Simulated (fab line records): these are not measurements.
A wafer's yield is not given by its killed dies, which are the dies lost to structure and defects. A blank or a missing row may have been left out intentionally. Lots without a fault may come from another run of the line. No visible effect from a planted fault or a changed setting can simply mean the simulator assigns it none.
Split-lot trial + flow n5-finfet + 7 lots, 39 wafers read, on a route of 1938 steps

## THE SPLIT
At N5_BEOL_M6_PECVD_70 (deposits SiO2 from TEOS/O2, target thk 20 nm, time 22.7 s), the setting time-s was moved away from the recipe's 22.7 s on 12 of the 39 wafers read, by -54.9% to +35.1%. This setting was run at the recipe's value on the other wafers.

The reading comes from the split's own step.

## THE READING
SiO2_of_BEOL_M6_PECVD_70.thk-nm (the simulator's own value, which no gauge read), in nm, at N5_BEOL_M6_PECVD_70 (deposits SiO2 from TEOS/O2, target thk 20 nm, time 22.7 s). The file gives no usual value for it. Across the 27 wafers here that went through the recipe, the average is 20.1 nm and the standard deviation 0.21 nm.

| wafer  | tool, chamber at the split | time-s as run, s | against the recipe | SiO2_of_BEOL_M6_PECVD_70.thk-nm, nm | against lot-mates on the recipe |
|--------|----------------------------|------------------|--------------------|-------------------------------------|---------------------------------|
| L079.1 | pecvd-03, 2,1              | 22.7             | recipe             | 20                                  | -                               |
| L079.3 | pecvd-03, 2,1              | 22.7             | recipe             | 20                                  | -                               |
| L079.2 | pecvd-03, 0                | 22.7             | recipe             | 20.2                                | -                               |
| L079.6 | pecvd-03, 0                | 22.7             | recipe             | 20.2                                | -                               |
| L079.4 | pecvd-03, 2                | 22.7             | recipe             | 20.4                                | -                               |
| L079.5 | pecvd-03, 1                | 22.7             | recipe             | 20.6                                | -                               |
| L081.1 | pecvd-04, 2,1              | 22.7             | recipe             | 19.8                                | -                               |
| L081.6 | pecvd-04, 2,1              | 22.7             | recipe             | 19.8                                | -                               |
| L081.4 | pecvd-04, 2                | 22.7             | recipe             | 20.2                                | -                               |
| L087.1 | pecvd-03, 0                | 22.7             | recipe             | 20                                  | -                               |
| L087.2 | pecvd-03, 1                | 22.7             | recipe             | 20.2                                | -                               |
| L087.3 | pecvd-03, 2                | 30.66            | +35.1%             | 26.8                                | +6.6                            |
| L087.4 | pecvd-03, 0                | 30.66            | +35.1%             | 27                                  | +6.8                            |
| L087.5 | pecvd-03, 1                | 30.66            | +35.1%             | 27.2                                | +7.0                            |
| L087.6 | pecvd-03, 2                | 22.7             | recipe             | 20.4                                | -                               |
| L088.1 | pecvd-03, 0                | 22.7             | recipe             | 20                                  | -                               |
| L088.2 | pecvd-03, 2,1              | 10.24            | -54.9%             | 9.6                                 | -10.5                           |
| L088.4 | pecvd-03, 2,1              | 10.24            | -54.9%             | 9.6                                 | -10.5                           |
| L088.3 | pecvd-03, 1,2              | 22.7             | recipe             | 20.2                                | -                               |
| L088.6 | pecvd-03, 1,2              | 22.7             | recipe             | 20.2                                | -                               |
| L088.5 | pecvd-03, 0                | 10.24            | -54.9%             | 9.4                                 | -10.7                           |
| L089.1 | pecvd-03, 0,1,1,0          | 22.7             | recipe             | 20                                  | -                               |
| L089.3 | pecvd-03, 0,1,1,0          | 22.7             | recipe             | 20                                  | -                               |
| L089.4 | pecvd-03, 0,1,1,0          | 22.7             | recipe             | 20                                  | -                               |
| L089.5 | pecvd-03, 0,1,1,0          | 22.7             | recipe             | 20                                  | -                               |
| L089.2 | pecvd-03, 2                | 22.7             | recipe             | 19.8                                | -                               |
| L089.6 | pecvd-03, 2                | 22.7             | recipe             | 20.2                                | -                               |
| L092.1 | pecvd-04, 0                | 17.16            | -24.4%             | 15.2                                | -4.7                            |
| L092.2 | pecvd-04, 2                | 22.7             | recipe             | 19.8                                | -                               |
| L092.5 | pecvd-04, 2                | 22.7             | recipe             | 19.8                                | -                               |
| L092.3 | pecvd-04, 1                | 17.16            | -24.4%             | 14.2                                | -5.7                            |
| L092.4 | pecvd-04, 1                | 17.16            | -24.4%             | 14.8                                | -5.1                            |
| L092.6 | pecvd-04, 0                | 22.7             | recipe             | 20                                  | -                               |
| L094.1 | pecvd-03, 2                | 27.43            | +20.8%             | 24                                  | +3.8                            |
| L094.2 | pecvd-03, 0                | 22.7             | recipe             | 20                                  | -                               |
| L094.3 | pecvd-03, 1                | 22.7             | recipe             | 20.2                                | -                               |
| L094.4 | pecvd-03, 1                | 22.7             | recipe             | 20.4                                | -                               |
| L094.5 | pecvd-03, 2,0              | 27.43            | +20.8%             | 24.6                                | +4.4                            |
| L094.6 | pecvd-03, 2,0              | 27.43            | +20.8%             | 24.6                                | +4.4                            |
If several chambers appear in one row, that row covers several wafers at once and the file leaves open which wafer was in which chamber.

THE FIT
A straight line over all 39 wafers: SiO2_of_BEOL_M6_PECVD_70.thk-nm changes by +0.198 nm for each +1% of time-s; r = +1.00; the points scatter about the line by 0.29 nm.
The same after taking each lot's own level away (the mean of its wafers on the recipe; 39 wafers): +0.196 nm for each +1%; r = +1.00; scatter 0.23 nm.
Per that fit: largest time-s move, reading shift of 11 nm.
Measured against the standard deviation above, the lots' own levels, which go from 19.87 to 20.23 nm, span 1.8 times it.
Consequently the slope shifts little with the lot-to-lot level, the two slopes agreeing.
Check: -10.8 nm against its lot-mates is what the line predicts for one of the wafers moved furthest among these (-54.9%) when that wafer is left out of the fit. It came out at -10.5 nm against them.

## FILE'S OWN FIT
SiO2_of_BEOL_M6_PECVD_70.thk-nm changes by +0.196 nm for each +1% of time-s, r = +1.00.
